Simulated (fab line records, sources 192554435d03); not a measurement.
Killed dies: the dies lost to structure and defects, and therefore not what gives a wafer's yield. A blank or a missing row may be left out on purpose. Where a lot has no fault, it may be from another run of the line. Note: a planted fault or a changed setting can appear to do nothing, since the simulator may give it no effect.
fab line records | flow n5Finfet
record: lots: 12 | wafers: 36 | lastDay: 18
route steps=1938 shown GATE_CUT@508 MIM_BOT_LITHO@1865 MIM_BOT_ETCH@1869 PASSIVATION@1936
lots with no fault: from the same line, run without faults
startH: start of the lot's first displayed wafer, in hours after the record's first day | waitH: hours elapsed since this lot's preceding step | " unchanged from the row above | L1.1+2: a row that stands for several wafers | - either no value or no given start | * or withheld: withheld | < > ~ a bound
route shown NAME@n: a module of which the file shows steps, and the number in the route of the first | usual: mean and standard deviation over wafers with no fault | same: alike in all rows | chamber/n: place in a boat | sites: the reading at each site | _std_site: standard deviation across them | _edge_site: mean of outer sites minus mean of inner sites | radiusMm: how far each site lies from the wafer's centre | mask NAME#n: copy n | behind: the last tool/chamber to shape the wafer | hold: cause of the lot's hold/its duration in hours/its outcome | device: names the non-switching transistor (n, p or np) | end of line: tests run on the same wafers once the route is complete | step lacking rows: just its recipe | killed: not the wafer's yield, but the dies lost to structure and defects at the first sort | map: a wafer's dies, x killed, . not, _ none there
set.NAME: setting as actually run; set.NAME@STEP: the setting as run at that earlier step | model.NAME: the simulator's own value behind a step, which no gauge read
the route's steps for a sample of lots (tables are steps, rows are wafers)
services: when a tool's chamber went out of use (startH, in hours from the record's first day, below 0 if earlier), for how many hours, and the reason
== steps ==
step: N5_GATE_CUT_STRIP_29
recipe: chemistry: postEtchResidueRemover | timeS: 60 | tempC: 25 | removerPh: withheld | removerWaterWtPct: withheld | removerFluorideWtPct: withheld
lot.wafer  | tool        | chamber | startH | waitH
L196.4+5+6 | wetBench-06 | 7,6,4   | 86.89  | 0.0
L197.2+4+6 | wetBench-02 | 2,6,5   | 93.15  | 0.1
L198.2+3+5 | wetBench-02 | 4,0,5   | 97.80  | 0.1
L199.1+2+5 | wetBench-02 | 3,1,6   | 104.57 | 0.1
L201.3+4+5 | wetBench-02 | 6,5,3   | 125.98 | 0.0
L202.2+5+6 | wetBench-02 | 7,1,0   | 128.20 | 0.1
L205.1+3+4 | wetBench-02 | 5,7,3   | 140.70 | 0.1
L208.3+4+5 | wetBench-01 | 7,2,5   | 157.95 | 0.0
L211.2+3+5 | wetBench-01 | 1,6,0   | 181.04 | 0.1
L215.2+3+4 | wetBench-01 | 0,6,2   | 199.93 | 0.1
L216.1+5+6 | wetBench-01 | 2,1,0   | 209.64 | 0.1
L217.2+3+4 | wetBench-02 | 1,6,2   | 220.24 | 0.1
step: N5_MIM_BOT_LITHO_DESCUM_10
recipe: chemistry: O2 | timeS: 7.9 | sourcePowerW: 50 | biasPowerW: 20 | pressureMtorr: 20 | rfFrequencyHz: 2.712e+07 | tempC: 40 | o2FlowSccm: 225
usual: drypumpMotorCurrentA: 5.6/0.5 | o2FlowSccm: 225.1/0.66 | oesProductAu: 0.76/0.048 | rfVppV: 243.0/1.2 | showerheadPlenumPTorr: 2.08/0.063 | throttleValvePct: 20.43/0.25
lot.wafer | tool       | chamber | startH | waitH | drypumpMotorCurrentA | o2FlowSccm | oesProductAu | rfHoursCounterH | rfVppV | showerheadPlenumPTorr | throttleValvePct
L196.4    | rieDiel-02 | 3       | 267.79 | 0.0   | 5.4                  | 225.2      | 0.75         | 176             | 244.5  | 2.19                  | 20.64
L196.5    | "          | 2       | "      | "     | 5.1                  | 225.1      | 0.85         | -               | 241.0  | 2.03                  | 20.65
L196.6    | "          | 3       | "      | "     | 5.4                  | 224.1      | 0.74         | -               | 244.3  | 2.19                  | 20.63
L197.2    | rieDiel-06 | 3       | 270.42 | 0.2   | 6.6                  | 224.6      | 0.76         | 120             | 242.4  | 2.11                  | 20.66
L197.4    | "          | 2       | "      | "     | 5.4                  | 224.7      | 0.78         | 127             | 243.2  | 2.00                  | 20.38
L197.6    | "          | 3       | "      | "     | 6.6                  | 224.6      | 0.76         | -               | 244.1  | 2.11                  | 20.68
L199.1    | rieDiel-03 | 0       | 280.05 | 0.0   | 5.5                  | 225.6      | 0.79         | 106             | 245.5  | 2.20                  | 20.01
L199.2    | "          | 1       | "      | "     | 6.1                  | 224.7      | 0.84         | 76              | 243.3  | 2.13                  | 20.22
L199.5    | "          | 2       | "      | "     | 5.6                  | 224.5      | 0.82         | -               | 242.7  | 2.12                  | 20.07
L198.2    | rieDiel-06 | 2       | 280.27 | 0.0   | 5.4                  | 225.2      | 0.77         | 131             | 241.6  | 2.00                  | 20.40
L198.3    | "          | 3       | "      | "     | 6.6                  | 225.0      | 0.77         | 124             | 243.1  | 2.11                  | 20.67
L198.5    | "          | 1       | "      | "     | 4.9                  | 225.2      | 0.72         | -               | 241.3  | 2.01                  | 20.77
L201.3    | rieDiel-03 | 1       | 307.40 | 0.2   | 6.1                  | 225.7      | 0.84         | 85              | 246.2  | 2.12                  | 20.25
L201.4    | "          | 0       | "      | "     | 5.4                  | 225.2      | 0.79         | 116             | 245.7  | 2.20                  | 20.04
L201.5    | "          | 0       | "      | "     | 5.4                  | 225.4      | 0.79         | -               | 244.0  | 2.20                  | 20.04
L202.2    | rieDiel-02 | 1       | 320.31 | 0.0   | 5.0                  | 225.1      | 0.79         | 90              | 242.0  | 2.02                  | 20.44
L202.5    | "          | 3       | "      | "     | 5.4                  | 224.9      | 0.73         | -               | 244.1  | 2.18                  | 20.64
L202.6    | "          | 2       | "      | "     | 5.1                  | 224.7      | 0.83         | -               | 240.7  | 2.03                  | 20.68
L205.1    | rieDiel-03 | 2       | 340.52 | 0.0   | 5.6                  | 225.3      | 0.80         | 87              | 243.1  | 2.11                  | 20.11
L205.3    | "          | 1       | "      | "     | 6.1                  | 225.4      | 0.81         | 97              | 244.8  | 2.12                  | 20.27
L205.4    | "          | 0       | "      | "     | 5.5                  | 224.6      | 0.77         | 129             | 244.5  | 2.20                  | 20.06
L208.3    | rieDiel-06 | 3       | 347.09 | 0.0   | 6.6                  | 225.7      | 0.73         | 145             | 242.3  | 2.10                  | 20.71
L208.4    | "          | 0       | "      | "     | 6.3                  | 225.2      | 0.79         | 94              | 243.7  | 2.01                  | 20.51
L208.5    | "          | 0       | "      | "     | 6.2                  | 225.6      | 0.79         | -               | 242.8  | 2.01                  | 20.52
L211.2    | rieDiel-02 | 1       | 352.55 | 0.0   | 5.1                  | 224.9      | 0.78         | 102             | 242.5  | 2.02                  | 20.47
L211.3    | "          | 0       | "      | "     | 5.4                  | 225.5      | 0.68         | 216             | 243.4  | 2.05                  | 20.57
L211.5    | "          | 1       | "      | "     | 5.0                  | 225.1      | 0.79         | -               | 242.6  | 2.02                  | 20.46
L215.2    | rieDiel-03 | 1       | 392.04 | 0.1   | 6.1                  | 224.9      | 0.79         | 118             | 244.2  | 2.11                  | 20.29
L215.3    | "          | 3       | "      | "     | 6.0                  | 226.0      | 0.70         | 205             | 244.0  | 2.06                  | 20.24
L215.4    | "          | 2       | "      | "     | 5.6                  | 224.5      | 0.78         | 107             | 242.5  | 2.11                  | 20.14
L216.1    | rieDiel-02 | 2       | 395.90 | 0.0   | 5.1                  | 226.3      | 0.81         | 107             | 243.3  | 2.02                  | 20.72
L216.5    | "          | 3       | "      | "     | 5.4                  | 225.0      | 0.72         | -               | 243.4  | 2.17                  | 20.71
L216.6    | "          | 0       | "      | "     | 5.4                  | 225.5      | 0.67         | -               | 243.3  | 2.05                  | 20.59
L217.2    | rieDiel-03 | 1       | 411.71 | 0.0   | 6.1                  | 225.6      | 0.78         | 125             | 242.8  | 2.11                  | 20.28
L217.3    | "          | 2       | "      | "     | 5.6                  | 226.3      | 0.78         | 114             | 243.1  | 2.10                  | 20.12
L217.4    | "          | 3       | "      | "     | 6.0                  | 225.4      | 0.69         | 212             | 242.7  | 2.06                  | 20.26
step: N5_MIM_BOT_ETCH_STRIP_01
recipe: chemistry: O2 | powerW: 600 | tempC: 60 | pressureMtorr: 30 | rfFrequencyHz: 6e+07 | biasPowerW: 0 | overashFraction: 0.5 | o2FlowSccm: 225
usual: drypumpMotorCurrentA: 5.5/0.49 | o2FlowSccm: 225.0/0.7 | oesProductAu: 0.76/0.047 | rfVppV: 3.6/1.5 | showerheadPlenumPTorr: 2.08/0.065 | throttleValvePct: 16.72/0.22
lot.wafer | tool       | chamber | startH | waitH | drypumpMotorCurrentA | o2FlowSccm | oesProductAu | rfHoursCounterH | rfVppV | showerheadPlenumPTorr | throttleValvePct
L196.4    | rieDiel-06 | 1       | 268.18 | 0.1   | 4.9                  | 225.4      | 0.70         | 194             | 4.0    | 2.02                  | 16.96
L196.5    | "          | 2       | "      | "     | 5.4                  | 224.1      | 0.78         | -               | 4.9    | 2.01                  | 16.62
L196.6    | "          | 1       | "      | "     | 4.8                  | 224.4      | 0.72         | -               | 3.6    | 2.02                  | 16.99
L197.2    | rieDiel-02 | 2       | 270.80 | 0.1   | 5.1                  | 225.5      | 0.83         | 60              | 3.8    | 2.04                  | 16.79
L197.4    | "          | 1       | "      | "     | 5.0                  | 225.3      | 0.82         | 71              | 4.1    | 2.03                  | 16.69
L197.6    | "          | 2       | "      | "     | 5.1                  | 226.1      | 0.86         | -               | 5.0    | 2.04                  | 16.81
L199.1    | rieDiel-06 | 3       | 280.52 | 0.2   | 6.6                  | 224.0      | 0.75         | 124             | 2.1    | 2.11                  | 16.83
L199.2    | "          | 0       | "      | "     | 6.2                  | 225.7      | 0.83         | 71              | 5.5    | 2.03                  | 16.69
L199.5    | "          | 3       | "      | "     | 6.6                  | 224.8      | 0.76         | -               | 2.4    | 2.11                  | 16.85
L198.2    | rieDiel-06 | 1       | 280.66 | 0.1   | 4.8                  | 223.7      | 0.71         | 198             | 4.3    | 2.02                  | 17.07
L198.3    | "          | 3       | "      | "     | 6.6                  | 224.0      | 0.76         | 124             | 4.7    | 2.11                  | 16.90
L198.5    | "          | 1       | "      | "     | 4.9                  | 224.3      | 0.70         | -               | 1.2    | 2.02                  | 17.00
L201.3    | rieDiel-03 | 0       | 308.00 | 0.1   | 5.5                  | 226.3      | 0.77         | 116             | 5.2    | 2.21                  | 16.30
L201.4    | "          | 0       | "      | "     | 5.5                  | 225.9      | 0.78         | -               | 4.2    | 2.21                  | 16.29
L201.5    | "          | 2       | "      | "     | 5.6                  | 224.8      | 0.82         | -               | 2.2    | 2.12                  | 16.33
L202.2    | rieDiel-03 | 3       | 320.69 | 0.1   | 6.0                  | 225.1      | 0.71         | 179             | 0.9    | 2.08                  | 16.50
L202.5    | "          | 0       | "      | "     | 5.5                  | 224.9      | 0.78         | -               | 2.6    | 2.20                  | 16.34
L202.6    | "          | 1       | "      | "     | 6.1                  | 224.8      | 0.83         | -               | 5.7    | 2.12                  | 16.52
L205.1    | rieDiel-06 | 2       | 340.90 | 0.1   | 5.4                  | 225.5      | 0.75         | 150             | 4.8    | 2.00                  | 16.67
L205.3    | "          | 0       | "      | "     | 6.3                  | 226.0      | 0.81         | 91              | 3.8    | 2.02                  | 16.73
L205.4    | "          | 1       | "      | "     | 4.8                  | 225.5      | 0.70         | 220             | 6.2    | 2.01                  | 17.05
L208.3    | rieDiel-03 | 2       | 347.48 | 0.1   | 5.6                  | 225.1      | 0.80         | 89              | 5.5    | 2.12                  | 16.40
L208.4    | "          | 0       | "      | "     | 5.4                  | 224.4      | 0.77         | 131             | 4.5    | 2.20                  | 16.34
L208.5    | "          | 3       | "      | "     | 6.0                  | 226.1      | 0.72         | -               | 4.9    | 2.07                  | 16.47
L211.2    | rieDiel-03 | 1       | 352.93 | 0.1   | 6.1                  | 225.1      | 0.83         | 101             | 1.4    | 2.12                  | 16.57
L211.3    | "          | 0       | "      | "     | 5.5                  | 225.2      | 0.77         | 133             | 4.5    | 2.20                  | 16.34
L211.5    | "          | 3       | "      | "     | 6.0                  | 225.9      | 0.71         | -               | 3.9    | 2.07                  | 16.47
L215.2    | rieDiel-03 | 3       | 392.45 | 0.1   | 6.0                  | 224.7      | 0.71         | 206             | 1.9    | 2.07                  | 16.51
L215.3    | "          | 2       | "      | "     | 5.6                  | 224.9      | 0.77         | 107             | 3.5    | 2.11                  | 16.42
L215.4    | "          | 1       | "      | "     | 6.1                  | 225.7      | 0.80         | 118             | 1.3    | 2.12                  | 16.54
L216.1    | rieDiel-03 | 2       | 396.28 | 0.1   | 5.6                  | 224.5      | 0.77         | 107             | 4.6    | 2.11                  | 16.40
L216.5    | "          | 2       | "      | "     | 5.6                  | 223.4      | 0.76         | -               | 1.9    | 2.11                  | 16.38
L216.6    | "          | 3       | "      | "     | 5.9                  | 224.9      | 0.70         | -               | 5.6    | 2.07                  | 16.57
L217.2    | rieDiel-02 | 0       | 412.09 | 0.1   | 5.4                  | 225.1      | 0.68         | 236             | 1.9    | 2.05                  | 16.93
L217.3    | "          | 1       | "      | "     | 5.1                  | 226.0      | 0.76         | 123             | 2.4    | 2.01                  | 16.78
L217.4    | "          | 3       | "      | "     | 5.4                  | 225.4      | 0.71         | 224             | 0.9    | 2.17                  | 16.97
step: N5_PASSIVATION_PROBE_49
usual: defectLimitedYield: 91.0/1.5 | killed_at_M0_to_M3: 33/9.4 | killed_at_M4_up: 14/4.8 | killedAtContacts: 13/7.3 | killedAtFrontEnd: 43/13 | killedAtOther: 3.6/2.9 | killedDies: 106/18 | killedOpen: 69/13 | killedShort: 35/8.2 | sort_bin_5_function: 5.3/1 | sort_bin_6_memory: 3.3/0.68 | sort_bin_8_speed: 0.01/0.027 | sortNPass: 1074/18 | sortYieldPct: 91.0/1.5
same: grossDies: 1180 | killedAtBackSide: 0 | sort_bin_4_leakage[%]: 0
lot.wafer | tool      | chamber | startH | waitH | defectLimitedYield[%] | killed_at_M0_to_M3 | killed_at_M4_up | killedAtContacts | killedAtFrontEnd | killedAtOther | killedDies | killedOpen | killedShort | sort_bin_5_function[%] | sort_bin_6_memory[%] | sort_bin_8_speed[%] | sortNPass | sortYieldPct[%]
L201.3    | prober-01 | -       | 317.13 | 0.1   | 85.8                  | 16                 | 10              | 1                | 140              | 0             | 167        | 32         | 17          | 10.0                   | 2.6                  | 0                   | 1013      | 85.8
L201.4    | prober-01 | -       | 317.18 | 0.2   | 90.3                  | 19                 | 10              | 0                | 84               | 1             | 114        | 34         | 16          | 6.8                    | 1.8                  | 0                   | 1066      | 90.3
L201.5    | prober-01 | -       | 317.23 | 0.2   | 87.2                  | 19                 | 12              | 9                | 106              | 5             | 151        | 60         | 19          | 8.0                    | 3.5                  | 0                   | 1029      | 87.2
L202.2    | prober-02 | -       | 329.36 | 0.1   | 83.9                  | 15                 | 16              | 8                | 148              | 3             | 190        | 63         | 22          | 10.1                   | 4.1                  | 0                   | 990       | 83.9
L202.5    | prober-02 | -       | 329.51 | 0.2   | 82.2                  | 27                 | 14              | 8                | 160              | 1             | 210        | 57         | 26          | 10.7                   | 4.0                  | 0                   | 970       | 82.2
L202.6    | prober-02 | -       | 329.56 | 0.3   | 88.5                  | 21                 | 13              | 14               | 76               | 12            | 136        | 72         | 31          | 6.2                    | 4.7                  | 0                   | 1044      | 88.5
L205.1    | prober-01 | -       | 350.89 | 0.0   | 87.1                  | 26                 | 13              | 17               | 95               | 1             | 152        | 64         | 23          | 8.1                    | 3.0                  | 0                   | 1028      | 87.1
L205.3    | prober-01 | -       | 350.99 | 0.1   | 82.7                  | 36                 | 5               | 7                | 156              | 0             | 204        | 61         | 31          | 11.3                   | 3.8                  | 0                   | 976       | 82.7
L205.4    | prober-01 | -       | 351.04 | 0.2   | 82.1                  | 41                 | 11              | 6                | 149              | 4             | 211        | 86         | 54          | 11.3                   | 4.3                  | 0                   | 969       | 82.1
L208.3    | prober-01 | -       | 356.24 | 0.1   | 87.5                  | 44                 | 14              | 6                | 79               | 4             | 147        | 99         | 48          | 7.9                    | 4.0                  | 0                   | 1033      | 87.5
L208.4    | prober-01 | -       | 356.29 | 0.2   | 91.3                  | 30                 | 16              | 7                | 47               | 3             | 103        | 63         | 38          | 4.9                    | 3.3                  | 0                   | 1077      | 91.3
L208.5    | prober-01 | -       | 356.34 | 0.2   | 86.7                  | 51                 | 7               | 16               | 82               | 1             | 157        | 102        | 53          | 8.5                    | 4.3                  | 0                   | 1023      | 86.7
L211.2    | prober-01 | -       | 360.96 | 0.1   | 92.4                  | 36                 | 12              | 4                | 36               | 2             | 90         | 55         | 31          | 4.0                    | 3.2                  | 0                   | 1090      | 92.4
L211.3    | prober-01 | -       | 361.01 | 0.1   | 90.5                  | 48                 | 21              | 9                | 33               | 1             | 112        | 74         | 34          | 5.1                    | 3.9                  | 0                   | 1068      | 90.5
L211.5    | prober-01 | -       | 361.11 | 0.2   | 91.8                  | 40                 | 10              | 12               | 24               | 11            | 97         | 70         | 23          | 4.7                    | 3.1                  | 0                   | 1083      | 91.8
L217.2    | prober-01 | -       | 421.97 | 0.1   | 92.4                  | 24                 | 16              | 20               | 29               | 1             | 90         | 60         | 28          | 5.2                    | 2.3                  | 0                   | 1090      | 92.4
L217.3    | prober-01 | -       | 422.02 | 0.1   | 89.6                  | 45                 | 20              | 20               | 37               | 1             | 123        | 76         | 47          | 6.0                    | 4.2                  | 0                   | 1057      | 89.6
L217.4    | prober-01 | -       | 422.07 | 0.2   | 88.6                  | 52                 | 17              | 16               | 46               | 4             | 135        | 81         | 49          | 6.4                    | 4.4                  | 0                   | 1045      | 88.6
killed by level:class
L201.3 GATE_CUT:unspecified=118 BEOL_M0_SAQP:geometricParticle:short=6 FIN_SAQP:geometricParticle:open=5 BEOL_M4:geometricParticle:open=5 GATE_CUT:geometricParticle:open=4 ILD0:geometricParticle:open=3 BEOL_M0_SAQP:geometricParticle:open=3 FIN_SAQP:geometricParticle:short=2
L201.4 GATE_CUT:unspecified=62 BEOL_M2:geometricParticle:open=6 FIN_SAQP:geometricParticle:open=5 BEOL_M4:geometricParticle:open=5 GATE_CUT:geometricParticle:open=4 FIN_SAQP:geometricParticle:short=3 BEOL_M0_SAQP:geometricParticle:short=3 BEOL_M0:geometricParticle:open=3
L201.5 GATE_CUT:unspecified=72 FIN_SAQP:geometricParticle:open=10 MOL_CONTACT_COAG:geometricParticle:open=8 STI_FIN_REVEAL:geometricParticle:open=7 BEOL_M1:geometricParticle:open=6 BEOL_M0:geometricParticle:open=4 BEOL_M4:geometricParticle:open=4 FIN_SAQP:geometricParticle:short=3
L202.2 GATE_CUT:unspecified=103 FIN_SAQP:geometricParticle:open=15 FIN_SAQP:geometricParticle:short=10 STI_FIN_REVEAL:geometricParticle:open=9 MOL_CONTACT_COAG:geometricParticle:open=8 BEOL_M1:geometricParticle:open=7 BEOL_M4:geometricParticle:open=7 BEOL_M6:geometricParticle:open=4
L202.5 GATE_CUT:unspecified=124 BEOL_M4:geometricParticle:open=12 FIN_SAQP:geometricParticle:open=8 STI_FIN_REVEAL:geometricParticle:open=8 BEOL_M3:geometricParticle:open=8 FIN_SAQP:geometricParticle:short=6 MOL_CONTACT_COAG:geometricParticle:open=6 BEOL_M1:geometricParticle:open=6
L202.6 GATE_CUT:unspecified=33 STI_FIN_REVEAL:geometricParticle:open=11 MOL_CONTACT_COAG:geometricParticle:open=10 FIN_SAQP:geometricParticle:open=9 BEOL_M4:geometricParticle:open=8 MIM_TOP:geometricParticle:short=7 FIN_SAQP:geometricParticle:short=6 DUMMY_GATE:geometricParticle:open=5
L205.1 GATE_CUT:unspecified=65 MOL_CONTACT_COAG:geometricParticle:open=12 STI_FIN_REVEAL:geometricParticle:open=9 FIN_SAQP:geometricParticle:open=8 BEOL_M2:geometricParticle:open=6 BEOL_M5:geometricParticle:open=6 MOL_CONTACT_COAG:geometricParticle:short=5 FIN_SAQP:geometricParticle:short=4
L205.3 GATE_CUT:unspecified=110 FIN_SAQP:geometricParticle:open=12 FIN_SAQP:geometricParticle:short=11 BEOL_M2:geometricParticle:open=10 BEOL_M0_SAQP:geometricParticle:short=7 STI_FIN_REVEAL:geometricParticle:open=6 MOL_CONTACT_COAG:geometricParticle:open=6 BEOL_M0_SAQP:geometricParticle:open=6
L205.4 GATE_CUT:unspecified=67 FIN_SAQP:geometricParticle:open=32 FIN_SAQP:geometricParticle:short=21 BEOL_M2:geometricParticle:open=15 BEOL_M0_SAQP:geometricParticle:open=7 BEOL_M1:geometricParticle:open=6 MOL_CONTACT_COAG:geometricParticle:open=5 STARTING-WAFER:geometricParticle:open=5
L208.3 FIN_SAQP:geometricParticle:open=30 STI_FIN_REVEAL:geometricParticle:open=15 FIN_SAQP:geometricParticle:short=14 BEOL_M0_SAQP:geometricParticle:short=10 BEOL_M3:geometricParticle:open=9 DUMMY_GATE:geometricParticle:open=7 BEOL_M4:geometricParticle:open=7 BEOL_M1:geometricParticle:open=6
L208.4 FIN_SAQP:geometricParticle:open=9 FIN_SAQP:geometricParticle:short=8 BEOL_M2:geometricParticle:open=8 MOL_CONTACT_COAG:geometricParticle:open=6 BEOL_M4:geometricParticle:open=5 STARTING-WAFER:geometricParticle:short=4 BEOL_M2:geometricParticle:short=4 DUMMY_GATE:geometricParticle:open=4
L208.5 FIN_SAQP:geometricParticle:open=22 STI_FIN_REVEAL:geometricParticle:open=15 FIN_SAQP:geometricParticle:short=14 MOL_CONTACT_COAG:geometricParticle:open=14 BEOL_M3:geometricParticle:open=10 BEOL_M0_SAQP:geometricParticle:short=10 BEOL_M0_SAQP:geometricParticle:open=9 BEOL_M2:geometricParticle:open=7
L211.2 STI_FIN_REVEAL:geometricParticle:open=12 BEOL_M3:geometricParticle:open=12 BEOL_M1:geometricParticle:open=7 BEOL_M0_SAQP:geometricParticle:short=6 GATE_CUT:geometricParticle:short=4 BEOL_M0_SAQP:geometricParticle:open=3 BEOL_M1:geometricParticle:short=3 BEOL_M2:geometricParticle:open=3
L211.3 BEOL_M0_SAQP:geometricParticle:open=13 BEOL_M1:geometricParticle:open=9 BEOL_M2:geometricParticle:open=8 FIN_SAQP:geometricParticle:short=6 GATE_CUT:geometricParticle:short=6 MOL_CONTACT_COAG:geometricParticle:open=6 BEOL_M0_SAQP:geometricParticle:short=6 BEOL_M3:geometricParticle:open=6
L211.5 BEOL_M3:geometricParticle:open=18 MOL_CONTACT_COAG:geometricParticle:open=11 STI_FIN_REVEAL:geometricParticle:open=7 BEOL_M1:geometricParticle:open=6 FIN_SAQP:geometricParticle:open=5 BEOL_M0_SAQP:geometricParticle:open=4 BEOL_M2:geometricParticle:open=4 BEOL_M3:geometricParticle:short=4
L217.2 MOL_CONTACT_COAG:geometricParticle:open=17 BEOL_M0_SAQP:geometricParticle:short=11 BEOL_M4:geometricParticle:open=10 FIN_SAQP:geometricParticle:open=5 DUMMY_GATE:geometricParticle:open=5 BEOL_M0_SAQP:geometricParticle:open=5 GATE_CUT:geometricParticle:short=4 BEOL_M3:geometricParticle:open=4
L217.3 MOL_CONTACT_COAG:geometricParticle:open=12 FIN_SAQP:geometricParticle:open=11 BEOL_M4:geometricParticle:open=11 BEOL_M1:geometricParticle:open=9 BEOL_M0_SAQP:geometricParticle:open=9 FIN_SAQP:geometricParticle:short=8 MOL_CONTACT_COAG:geometricParticle:short=8 BEOL_M0:geometricParticle:short=8
L217.4 BEOL_M0_SAQP:geometricParticle:short=21 MOL_CONTACT_COAG:geometricParticle:open=16 FIN_SAQP:geometricParticle:short=15 BEOL_M0_SAQP:geometricParticle:open=12 FIN_SAQP:geometricParticle:open=10 BEOL_M2:geometricParticle:open=9 BEOL_M4:geometricParticle:open=7 DUMMY_GATE:geometricParticle:open=6
== services ==
tool        | chamber | startH | hours | kind
rieDiel-02  | -       | 63.34  | 4.1   | repair
rieDiel-03  | 2       | 68.24  | -     | clean
rieDiel-03  | 2       | 68.24  | -     | consumableReplace:focusRing
rieDiel-03  | 2       | 68.24  | 21.9  | scheduledDown
rieDiel-03  | 2       | 68.24  | 21.9  | ventCycle
rieDiel-02  | 2       | 74.93  | -     | clean
rieDiel-02  | 2       | 74.93  | -     | consumableReplace:focusRing
rieDiel-02  | 2       | 74.93  | 26.6  | scheduledDown
rieDiel-02  | 2       | 74.93  | 26.6  | ventCycle
wetBench-02 | -       | 85.41  | 0.9   | repair
rieDiel-06  | -       | 100.57 | 14.6  | pm
rieDiel-06  | 0       | 131.05 | 5.5   | repair
rieDiel-06  | 0       | 162.38 | 3.7   | repair
rieDiel-02  | 1       | 162.82 | 3.1   | repair
wetBench-01 | -       | 174.15 | 1.6   | repair
wetBench-01 | -       | 197.06 | 1.9   | pm
rieDiel-06  | 3       | 237.05 | 5.0   | repair
wetBench-06 | -       | 273.42 | 1.2   | repair
rieDiel-03  | 3       | 307.60 | 7.1   | repair
wetBench-01 | -       | 308.53 | 3.5   | repair
wetBench-06 | -       | 331.51 | 0.9   | repair
rieDiel-02  | 3       | 335.50 | 4.8   | repair
rieDiel-06  | 2       | 362.62 | 4.0   | repair
rieDiel-03  | 0       | 379.04 | 8.9   | repair
== key ==
firstSign: step: N5_PASSIVATION_PROBE_49 | reading: killedAtFrontEnd | direction: up | sigmas: 6.2 | usual: 43 | struck: 124
effect: step: N5_PASSIVATION_PROBE_49 | reading: killedDies | direction: up | sigmas: 3.5 | usual: 106 | struck: 171 | wafersMoved: 8
moreKillsBornAt: N5_GATE_CUT_STRIP_29@wetBench-02: 754
metAt N5_GATE_CUT_STRIP_29
struckLots L201,L202,L205
notActingAt N5_MIM_BOT_LITHO_DESCUM_10,N5_MIM_BOT_ETCH_STRIP_01
onsetBetween 104.57 125.98
fault: kind: chamberParticleSource | tool: wetBench-02 | chamber: - | onsetH: 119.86 | steps: N5_GATE_CUT_STRIP_29 | ratePerVisitCm2: 0.65806 | endH: 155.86
